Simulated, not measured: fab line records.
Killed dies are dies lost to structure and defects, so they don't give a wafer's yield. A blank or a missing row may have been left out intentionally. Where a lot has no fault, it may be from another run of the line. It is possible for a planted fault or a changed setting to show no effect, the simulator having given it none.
Which tool was responsible?    flow nand_harc    18 wafers from 6 lots sampled at 3 of the route's 1159 steps

== WHAT THE GAUGES SHOWED, per wafer ==
NHARC_A_ONON_D1_THK_MEAS_27: measures by ellipsometry.
lot   measured      on             thk_nm (nm)
L586  day 7 22:50   film_metro-02  1016 1015 1015
L594  day 9 20:28   film_metro-02  991 993 495
L598  day 11 11:23  film_metro-02  1007 1006 1007
L602  day 12 13:27  film_metro-01  1011 1012 1012
L605  day 13 12:56  film_metro-01  999 1001 999
L607  day 13 13:05  film_metro-02  1015 1015 1013

== TOOL THAT RAN EACH LOT (tool first, then ch and the chambers of the sampled wafers, then the start) ==
lot   NHARC_A_ZERO_WELL_RTA_16          NHARC_A_ONON_D1_DEP_25
L586  rtp_anneal-02 ch 0, day 6 13:47   pecvd_onon-03 ch 0, day 7 22:23
L594  rtp_anneal-01 ch 0, day 8 11:32   pecvd_onon-02 ch 0, day 9 19:57
L598  rtp_anneal-01 ch 0, day 10 03:22  pecvd_onon-03 ch 0, day 11 10:59
L602  rtp_anneal-01 ch 0, day 11 03:50  pecvd_onon-01 ch 0, day 12 12:56
L605  rtp_anneal-01 ch 0, day 11 18:20  pecvd_onon-03 ch 0, day 13 12:29
L607  rtp_anneal-01 ch 0, day 11 23:04  pecvd_onon-01 ch 0, day 13 12:34
- NHARC_A_ZERO_WELL_RTA_16: time 10 s.
- NHARC_A_ONON_D1_DEP_25: target thk 1000 nm.

== THE ANSWER, worked out from the rows above alone ==
Rule: the lots themselves supply what counts as usual. Put in order of their means at a reading, lots are off if they are a third of the lots or fewer, leave a main group of 4 or more, and stand apart from it by a gap of 3 or more times the standard deviation of the main group's means; of several such gaps the widest counts. If all means in a main group match to the digits the tables above print for the reading, that group is not used. Also off: a lot with no number at a reading for which 4 or more lots have one. Any other lot the step has rows for is counted as sound.
Off: L594, at NHARC_A_ONON_D1_THK_MEAS_27 (thk_nm). The main group: mean 1010 nm, standard deviation 5.8.
A tool fits if, at a process step before that reading, it ran every lot that is off, and no sound lot after the first of them. Those tools and the gauges at NHARC_A_ONON_D1_THK_MEAS_27 are tried in the same way. One fits: NHARC_A_ONON_D1_DEP_25 on pecvd_onon-02. It ran no sound lot before its first lot that is off in this sample, so the start can't be narrowed down.

== WHAT THE SIMULATOR HAD INSERTED ==
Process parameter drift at NHARC_A_ONON_D1_DEP_25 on pecvd_onon-02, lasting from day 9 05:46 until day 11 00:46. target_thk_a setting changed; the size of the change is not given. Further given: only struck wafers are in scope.
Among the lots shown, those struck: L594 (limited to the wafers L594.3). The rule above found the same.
